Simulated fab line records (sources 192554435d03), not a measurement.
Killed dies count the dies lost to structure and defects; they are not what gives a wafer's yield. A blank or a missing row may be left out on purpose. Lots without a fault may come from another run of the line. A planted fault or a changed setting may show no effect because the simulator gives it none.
fab line records -- flow n5-finfet
[record] lots = 13, wafers = 32, last-day = 19
route steps=1938 shown BEOL_M7@1266 BEOL_M8@1333 PASSIVATION@1936
lots that met no fault: from a run of the same line without faults
start-h: hours from the record's first day to the start of the lot's first wafer shown -- wait-h: hours from the lot's prior step to this one -- " as in the row above -- L1.1+2: one row covering several wafers at once -- - value missing, or start not given -- * or withheld: withheld -- < > ~ a bound
route shown NAME@n: names a module that has steps shown in the file, with the first one's number in the route -- usual: the fault-free wafers' mean and standard deviation -- same: alike in all rows -- chamber/n: place in a boat -- sites: per-site readings -- _std_site: how widely they spread, as a standard deviation -- _edge_site: the outer-site mean with the inner-site mean subtracted -- radius-mm: for every site, how far away it sits from the centre of the wafer -- mask NAME#n: copy n -- behind: tool/chamber where the wafer was last shaped -- hold: cause of the lot's hold/its duration in hours/its outcome -- device: transistor that didn't switch, given as n, p or np -- end of line: tests of these same wafers at the route's end -- a step without rows: its recipe alone -- killed: not the wafer's yield, but the dies lost to structure and defects at the first sort -- map: a wafer's dies, marking killed ones x, the rest . and places with no die _
set.NAME: setting as actually run; set.NAME@STEP: the setting as run at that earlier step -- model.NAME: the simulator's own value behind a step, which no gauge read
a sample of lots followed through the steps of the route, with each step as a table and each wafer as a row
services: when a tool's chamber went out of use (start-h, in hours from the record's first day, below 0 if earlier), for how many hours, and the reason
[[steps]]
[step N5_BEOL_M7_PECVD_70]
[recipe] material = SiO2, target-thk-a = 200, temp-c = 400, precursor = TEOS/O2, pressure-torr = 5.5, rf-w = 450, teos-flow-sccm = 53.8, gas = O2, flow-sccm = 3000, time-s = 22.7
[usual] heater-power-w = 716/120, showerhead-plenum-p-Torr = 8.82/0.032, throttle-valve-pct = 22.7/0.92
lot.wafer,tool,chamber,start-h,wait-h,heater-power-w,showerhead-plenum-p-Torr,throttle-valve-pct
L732.2,pecvd-03,1,200.87,0.0,646,8.80,22.5
L732.3,pecvd-03,0,200.87,0.0,598,8.88,22.7
L732.5,pecvd-03,0,200.87,0.0,590,8.88,22.6
L735.1,pecvd-03,2,253.14,0.0,773,8.82,21.8
L735.5,pecvd-03,2,253.14,0.0,794,8.79,21.8
L734.1,pecvd-02,2,263.68,0.0,668,8.80,21.5
L734.5,pecvd-02,1,263.68,0.0,572,8.79,23.9
L734.6,pecvd-02,0,263.68,0.0,764,8.86,22.4
L739.1,pecvd-03,1,270.05,0.0,541,8.82,22.4
L739.4,pecvd-03,1,270.05,0.0,564,8.82,22.8
L738.1,pecvd-03,1,273.04,0.0,658,8.81,22.5
L738.4,pecvd-03,1,273.04,0.0,659,8.84,22.6
L737.1,pecvd-03,1,280.03,0.0,632,8.82,22.6
L737.3,pecvd-03,2,280.03,0.0,673,8.79,21.9
L746.1,pecvd-01,2,305.23,0.0,782,8.80,22.0
L746.4,pecvd-01,1,305.23,0.0,1052,8.79,24.3
L751.1,pecvd-01,0,341.73,0.0,769,8.85,24.1
L751.3,pecvd-01,1,341.73,0.0,971,8.77,24.3
L748.1,pecvd-02,2,342.89,0.0,680,8.79,21.7
L748.2,pecvd-02,0,342.89,0.0,785,8.85,22.5
L748.4,pecvd-02,0,342.89,0.0,784,8.85,22.3
L752.1,pecvd-01,2,349.85,0.0,931,8.78,21.6
L752.2,pecvd-01,1,349.85,0.0,918,8.79,24.5
L752.5,pecvd-01,0,349.85,0.0,756,8.85,24.0
L753.1,pecvd-01,2,356.54,0.0,884,8.80,22.0
L753.5,pecvd-01,2,356.54,0.0,910,8.78,21.9
L753.6,pecvd-01,0,356.54,0.0,620,8.85,24.0
L754.3,pecvd-02,2,371.31,0.0,654,8.82,21.9
L754.5,pecvd-02,1,371.31,0.0,649,8.81,23.7
L754.6,pecvd-02,0,371.31,0.0,852,8.83,22.8
L755.1,pecvd-01,2,373.56,0.0,869,8.79,21.7
L755.4,pecvd-01,0,373.56,0.0,642,8.86,24.0
[step N5_BEOL_M7_ALD_77]
[recipe] material = TaN, target-thk-a = 20, temp-c = 275, ald-precursor-family = PDMAT, ald-co-reactant = NH3, pressure-torr = 3, carrier-flow-sccm = 1500, pulse-time-s = 2, purge-time-s = 3, co-reactant-purge-time-s = 2, co-reactant-pulse-time-s = 3, ald-cycles = 40, precursor-vessel-temp-c = 75, precursor-vessel-pressure-torr = 26.25, precursor-vessel-carrier-sccm = 1000
[usual] heater-power-w = 402/27, mfc-carrier-sccm = 1501/4.3
lot.wafer,tool,chamber,start-h,wait-h,heater-power-w,mfc-carrier-sccm
L732.2,ald-metal-02,2,205.08,0.0,408,1503
L732.3,ald-metal-02,1,205.08,0.0,355,1495
L732.5,ald-metal-02,0,205.08,0.0,407,1501
L735.1,ald-metal-02,2,256.27,0.1,415,1501
L735.5,ald-metal-02,2,256.27,0.1,415,1505
L734.1,ald-metal-02,1,267.55,0.1,370,1505
L734.5,ald-metal-02,2,267.55,0.1,411,1507
L734.6,ald-metal-02,1,267.55,0.1,362,1501
L739.1,ald-metal-04,3,275.71,0.0,429,1497
L739.4,ald-metal-04,0,275.71,0.0,399,1498
L738.1,ald-metal-03,3,279.87,0.0,372,1502
L738.4,ald-metal-03,0,279.87,0.0,411,1501
L737.1,ald-metal-04,1,288.13,0.0,359,1511
L737.3,ald-metal-04,2,288.13,0.0,420,1493
L746.1,ald-metal-04,0,313.18,0.0,396,1503
L746.4,ald-metal-04,3,313.18,0.0,427,1498
L751.1,ald-metal-03,0,344.61,0.0,421,1500
L751.3,ald-metal-03,1,344.61,0.0,460,1495
L748.1,ald-metal-04,3,347.37,0.2,429,1503
L748.2,ald-metal-04,1,347.37,0.2,360,1504
L748.4,ald-metal-04,2,347.37,0.2,419,1498
L752.1,ald-metal-02,3,354.04,0.1,386,1497
L752.2,ald-metal-02,0,354.04,0.1,389,1497
L752.5,ald-metal-02,3,354.04,0.1,396,1498
L753.1,ald-metal-04,2,361.96,0.1,405,1507
L753.5,ald-metal-04,2,361.96,0.1,412,1504
L753.6,ald-metal-04,3,361.96,0.1,423,1496
L754.3,ald-metal-03,0,375.42,0.0,430,1500
L754.5,ald-metal-03,3,375.42,0.0,374,1504
L754.6,ald-metal-03,2,375.42,0.0,413,1501
L755.1,ald-metal-03,2,379.72,0.1,396,1501
L755.4,ald-metal-03,0,379.72,0.1,416,1500
[step N5_BEOL_M7_SURFACE_TREAT_79]
[recipe] gas = Ar, time-s = *, ion-energy-ev = *, ion-current-ma-cm2 = 0.5, pressure-mtorr = *, ar-flow-sccm = 30
[usual] throttle-valve-pct = *
lot.wafer,tool,chamber,start-h,wait-h,throttle-valve-pct
L732.2,pvd-sputter-03,-,205.41,0.2,*
L732.3,pvd-sputter-03,-,205.41,0.2,*
L732.5,pvd-sputter-03,-,205.41,0.2,*
L735.1,pvd-sputter-02,-,256.61,0.2,*
L735.5,pvd-sputter-02,-,256.61,0.2,*
L734.1,pvd-sputter-03,-,267.87,0.2,*
L734.5,pvd-sputter-03,-,267.87,0.2,*
L734.6,pvd-sputter-03,-,267.87,0.2,*
L739.1,pvd-sputter-01,-,276.01,0.2,*
L739.4,pvd-sputter-01,-,276.01,0.2,*
L738.1,pvd-sputter-01,-,280.17,0.2,*
L738.4,pvd-sputter-01,-,280.17,0.2,*
L737.1,pvd-sputter-03,-,288.55,0.3,*
L737.3,pvd-sputter-03,-,288.55,0.3,*
L746.1,pvd-sputter-02,-,313.48,0.2,*
L746.4,pvd-sputter-02,-,313.48,0.2,*
L751.1,pvd-sputter-02,-,344.91,0.2,*
L751.3,pvd-sputter-02,-,344.91,0.2,*
L748.1,pvd-sputter-03,-,347.78,0.3,*
L748.2,pvd-sputter-03,-,347.78,0.3,*
L748.4,pvd-sputter-03,-,347.78,0.3,*
L752.1,pvd-sputter-01,-,354.33,0.2,*
L752.2,pvd-sputter-01,-,354.33,0.2,*
L752.5,pvd-sputter-01,-,354.33,0.2,*
L753.1,pvd-sputter-02,-,362.28,0.2,*
L753.5,pvd-sputter-02,-,362.28,0.2,*
L753.6,pvd-sputter-02,-,362.28,0.2,*
L754.3,pvd-sputter-02,-,375.72,0.2,*
L754.5,pvd-sputter-02,-,375.72,0.2,*
L754.6,pvd-sputter-02,-,375.72,0.2,*
L755.1,pvd-sputter-03,-,380.06,0.2,*
L755.4,pvd-sputter-03,-,380.06,0.2,*
[step N5_BEOL_M7_CMP_52]
[recipe] stop-on = SiCOH_lowk, t-overpolish-s = 6.9, down-force-psi = 1, platen-rpm = 50, clearing-platen-down-force-psi = 1.5, clearing-platen-rpm = 50, post-cmp-clean = cu-alkaline, target-thk-nm = 80, clearing-platen-pad-velocity-m-s = 0.99484, pad-velocity-m-s = 0.99484
[usual] barrier-field-endpoint-s = 28.9/0.83, motor-current-A = 6.3/0.53
lot.wafer,tool,chamber,start-h,wait-h,barrier-field-endpoint-s,motor-current-A
L732.2,cmp-01,0,206.13,0.2,28.7,5.4
L732.3,cmp-01,2,206.13,0.2,28.8,6.5
L732.5,cmp-01,3,206.13,0.2,28.6,6.3
L735.1,cmp-01,0,259.01,0.4,29.9,5.7
L735.5,cmp-01,1,259.01,0.4,31.1,7.7
L734.1,cmp-01,1,268.86,0.3,30.1,7.5
L734.5,cmp-01,1,268.86,0.3,30.5,7.1
L734.6,cmp-01,2,268.86,0.3,29.5,6.6
L739.4,cmp-03,3,277.49,0.2,28.3,5.8
L739.1,cmp-03,0,277.49,0.2,20.4,6.6
L738.1,cmp-03,3,280.91,0.3,20.6,5.9
L738.4,cmp-03,0,280.91,0.3,28.2,6.4
L737.1,cmp-01,0,289.33,0.3,22.2,5.7
L737.3,cmp-01,1,289.33,0.3,30.3,7.4
L746.1,cmp-01,3,314.27,0.3,29.1,6.3
L746.4,cmp-01,2,314.27,0.3,29.1,6.5
L751.3,cmp-04,0,345.95,0.2,28.7,6.2
L751.1,cmp-04,2,345.95,0.2,28.4,6.6
L748.1,cmp-04,1,348.93,0.3,29.1,6.2
L748.2,cmp-04,2,348.93,0.3,28.9,6.6
L748.4,cmp-04,3,348.93,0.3,29.3,5.8
L752.1,cmp-03,1,356.53,0.3,28.5,6.4
L752.2,cmp-03,0,356.53,0.3,27.0,6.1
L752.5,cmp-03,1,356.53,0.3,29.5,6.4
L753.1,cmp-04,0,363.89,0.3,30.0,6.0
L753.5,cmp-04,3,363.89,0.3,28.6,5.6
L753.6,cmp-04,0,363.89,0.3,29.7,6.3
L754.3,cmp-04,2,376.79,0.2,26.9,6.4
L754.6,cmp-04,2,376.79,0.2,28.0,6.6
L754.5,cmp-04,3,376.79,0.2,27.3,5.7
L755.4,cmp-01,2,381.34,0.1,29.5,6.6
L755.1,cmp-01,0,381.34,0.1,29.7,5.6
[step N5_BEOL_M8_CURE_74]
[recipe] temp-c = 385, time-s = 240, ambient = He/Ar, material = SiCOH_lowk
[usual] lamp-power-pct = 52.31/0.056, wafer_temp_C_max = 387.2/0.74
lot.wafer,tool,chamber,start-h,wait-h,lamp-power-pct,wafer_temp_C_max
L732.2,uv-cure-02,2,206.75,0.1,52.35,386.7
L732.3,uv-cure-02,2,206.75,0.1,52.36,387.1
L732.5,uv-cure-02,2,206.75,0.1,52.32,387.5
L735.1,uv-cure-03,0,259.45,0.0,52.31,387.2
L735.5,uv-cure-03,0,259.45,0.0,52.29,387.2
L734.1,uv-cure-02,2,269.41,0.0,52.35,387.1
L734.5,uv-cure-02,2,269.41,0.0,52.29,387.6
L734.6,uv-cure-02,2,269.41,0.0,52.25,387.7
L739.1,uv-cure-01,1,278.01,0.0,52.31,386.8
L739.4,uv-cure-01,1,278.01,0.0,52.21,386.6
L738.1,uv-cure-02,0,281.43,0.0,52.34,386.6
L738.4,uv-cure-02,0,281.43,0.0,52.36,386.8
L737.1,uv-cure-02,0,289.84,0.0,52.36,386.8
L737.3,uv-cure-02,0,289.84,0.0,52.23,387.2
L746.1,uv-cure-02,1,314.82,0.0,52.33,387.7
L746.4,uv-cure-02,1,314.82,0.0,52.29,388.5
L751.1,uv-cure-03,2,346.50,0.0,52.31,387.2
L751.3,uv-cure-03,2,346.50,0.0,52.27,388.4
L748.1,uv-cure-01,0,349.44,0.0,52.39,386.6
L748.2,uv-cure-01,0,349.44,0.0,52.40,386.4
L748.4,uv-cure-01,0,349.44,0.0,52.36,386.3
L752.1,uv-cure-01,0,357.08,0.0,52.22,386.4
L752.2,uv-cure-01,0,357.08,0.0,52.39,386.0
L752.5,uv-cure-01,0,357.08,0.0,52.34,386.5
L753.1,uv-cure-01,2,364.41,0.0,52.40,386.7
L753.5,uv-cure-01,2,364.41,0.0,52.36,386.8
L753.6,uv-cure-01,2,364.41,0.0,52.32,386.5
L754.3,uv-cure-03,2,377.67,0.4,52.32,387.3
L754.5,uv-cure-03,2,377.67,0.4,52.21,387.6
L754.6,uv-cure-03,2,377.67,0.4,52.32,387.8
L755.1,uv-cure-01,2,381.89,0.0,52.31,386.5
L755.4,uv-cure-01,2,381.89,0.0,52.38,386.8
[step N5_PASSIVATION_PROBE_49]
[usual] defect-limited-yield = 91.2/1.4, killed_at_M0_to_M3 = 34/9.3, killed_at_M4_up = 14/5.9, killed-at-contacts = 14/5.7, killed-at-front-end = 38/10, killed-at-other = 4/3.2, killed-dies = 104/17, killed-open = 67/13, killed-short = 33/6.9, sort_bin_5_function = 5.2/1, sort_bin_6_memory = 3.3/0.61, sort_bin_8_speed = 0.3/1.8, sort-n-pass = 1069/52, sort-yield-pct = 91/4.4
[same] gross-dies = 1180, killed-at-back-side = 0, sort_bin_4_leakage[%] = 0
lot.wafer,tool,chamber,start-h,wait-h,defect-limited-yield[%],killed_at_M0_to_M3,killed_at_M4_up,killed-at-contacts,killed-at-front-end,killed-at-other,killed-dies,killed-open,killed-short,sort_bin_5_function[%],sort_bin_6_memory[%],sort_bin_8_speed[%],sort-n-pass,sort-yield-pct[%]
L735.1,prober-01,-,335.93,0.0,91.1,22,25,13,40,5,105,66,34,5.7,2.7,0.1,1074,91
L735.5,prober-01,-,336.13,0.2,90.4,58,12,17,24,2,113,73,36,6.0,3.3,0,1067,90
L737.1,prober-01,-,363.21,0.0,90.3,44,12,17,39,3,115,81,33,5.2,4.2,0,1065,90
L737.3,prober-01,-,363.31,0.1,88.6,31,23,49,30,2,135,79,28,7.3,3.9,0,1045,89
L751.1,prober-02,-,417.78,0.0,90.8,39,8,16,42,4,109,67,38,5.7,3.4,0,1071,91
L751.3,prober-02,-,417.88,0.1,91.0,30,14,10,50,2,106,63,38,5.3,3.3,0,1074,91
L748.1,prober-02,-,428.36,0.0,90.1,25,15,13,58,6,117,74,43,5.7,3.9,0,1063,90
L748.2,prober-02,-,428.41,0.1,88.9,31,13,9,77,1,131,96,34,7.2,3.7,0,1049,89
L748.4,prober-02,-,428.51,0.2,91.9,32,9,5,49,1,96,63,32,5.2,2.6,0,1084,92
// killed by level:class
L735.1 BEOL_M4:geometric-particle:open=12 STI_FIN_REVEAL:geometric-particle:open=11 MOL_CONTACT_COAG:geometric-particle:open=8 FIN_SAQP:geometric-particle:open=6 BEOL_M0_SAQP:geometric-particle:open=5 BEOL_M1:geometric-particle:open=5 BEOL_M3:geometric-particle:open=5 STI_FIN_REVEAL:geometric-particle:short=4
L735.5 BEOL_M3:geometric-particle:open=17 MOL_CONTACT_COAG:geometric-particle:open=15 BEOL_M0_SAQP:geometric-particle:open=10 BEOL_M0_SAQP:geometric-particle:short=7 BEOL_M1:geometric-particle:open=6 BEOL_M2:geometric-particle:short=6 DUMMY_GATE:geometric-particle:open=5 BEOL_M4:geometric-particle:open=5
L737.1 MOL_CONTACT_COAG:geometric-particle:open=14 BEOL_M2:geometric-particle:open=11 BEOL_M3:geometric-particle:open=10 FIN_SAQP:geometric-particle:short=7 STI_FIN_REVEAL:geometric-particle:open=7 BEOL_M0_SAQP:geometric-particle:open=7 FIN_SAQP:geometric-particle:open=5 GATE_CUT:geometric-particle:short=5
L737.3 MOL_CONTACT_COAG:area-etch=25 MOL_CONTACT_COAG:geometric-particle:open=20 BEOL_M4:geometric-particle:open=13 FIN_SAQP:geometric-particle:open=8 FIN_SAQP:geometric-particle:short=6 BEOL_M0_SAQP:geometric-particle:short=6 BEOL_M0:geometric-particle:open=6 BEOL_M2:geometric-particle:open=6
L751.1 DUMMY_GATE:geometric-particle:open=12 MOL_CONTACT_COAG:geometric-particle:open=12 BEOL_M0_SAQP:geometric-particle:short=9 BEOL_M1:geometric-particle:open=8 FIN_SAQP:geometric-particle:open=7 BEOL_M0_SAQP:geometric-particle:open=5 GATE_CUT:geometric-particle:short=5 BEOL_M3:geometric-particle:open=5
L751.3 FIN_SAQP:geometric-particle:open=15 FIN_SAQP:geometric-particle:short=11 BEOL_M0_SAQP:geometric-particle:open=10 MOL_CONTACT_COAG:geometric-particle:open=8 BEOL_M2:geometric-particle:open=7 GATE_CUT:geometric-particle:short=6 BEOL_M0_SAQP:geometric-particle:short=6 STI_FIN_REVEAL:geometric-particle:open=5
L748.1 STI_FIN_REVEAL:geometric-particle:open=20 MOL_CONTACT_COAG:geometric-particle:open=10 FIN_SAQP:geometric-particle:short=9 BEOL_M2:geometric-particle:open=7 BEOL_M4:geometric-particle:open=7 FIN_SAQP:geometric-particle:open=6 BEOL_M2:geometric-particle:short=6 GATE_CUT:geometric-particle:short=5
L748.2 STI_FIN_REVEAL:geometric-particle:open=49 STI_FIN_REVEAL:geometric-particle:short=11 MOL_CONTACT_COAG:geometric-particle:open=7 BEOL_M0_SAQP:geometric-particle:open=7 BEOL_M5:geometric-particle:open=7 BEOL_M2:geometric-particle:open=6 BEOL_M0_SAQP:geometric-particle:short=5 FIN_SAQP:geometric-particle:short=4
L748.4 STI_FIN_REVEAL:geometric-particle:open=16 FIN_SAQP:geometric-particle:open=8 BEOL_M0_SAQP:geometric-particle:short=7 BEOL_M0_SAQP:geometric-particle:open=7 STI_FIN_REVEAL:geometric-particle:short=5 GATE_CUT:geometric-particle:short=5 BEOL_M1:geometric-particle:open=4 FIN_SAQP:geometric-particle:short=3
[[services]]
tool,chamber,start-h,hours,kind
cmp-03,-,181.81,7.0,pm
uv-cure-03,-,183.44,1.0,pm
ald-metal-04,-,189.13,6.0,pm
pecvd-02,2,196.28,4.4,repair
uv-cure-02,-,199.83,6.7,repair
cmp-04,-,214.01,0.5,repair
cmp-01,-,216.58,4.6,pm
uv-cure-01,-,217.17,13.8,repair
cmp-04,-,222.93,2.0,repair
cmp-01,-,235.07,4.0,pm
cmp-01,-,243.20,0.8,repair
pecvd-02,-,243.26,0.3,repair
ald-metal-02,-,243.96,2.8,pm
pecvd-03,-,246.62,0.8,repair
ald-metal-02,2,251.30,1.7,repair
cmp-04,-,274.33,6.9,pm
ald-metal-04,1,297.45,3.5,repair
cmp-01,-,305.16,2.4,repair
ald-metal-02,-,337.39,14.0,pm
cmp-01,-,350.13,2.1,repair
uv-cure-02,-,352.21,2.4,repair
uv-cure-01,-,352.35,2.4,repair
pecvd-01,1,355.77,5.0,repair
uv-cure-01,-,375.97,0.5,repair
[[key]]
[first-sign] step = N5_BEOL_M7_CMP_52, reading = barrier-field-endpoint-s, direction = down, sigmas = 9.5, usual = 28.9, struck = 21.0
effect none on later readings
met-at N5_BEOL_M7_PECVD_70
struck-lots L737,L738,L739
struck-wafers L737.1,L738.1,L739.1
[baseline-loss] step = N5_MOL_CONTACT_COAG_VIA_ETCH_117, wafers = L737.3
not-acting-at N5_BEOL_M7_ALD_77,N5_BEOL_M7_SURFACE_TREAT_79,N5_BEOL_M8_CURE_74
onset-between 253.14 270.05
[fault] kind = process-parameter-drift, tool = pecvd-03, chamber = -, onset-h = 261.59, steps = N5_BEOL_M7_PECVD_70, channel = time-s, offset = *, shape = step, end-h = 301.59, scope = struck-wafers-only, acts-in = *, stated = *
// baseline-loss: these wafers lose ten dies or more at that step, a loss of the line's own and not of a fault; the sort's usual values leave them out
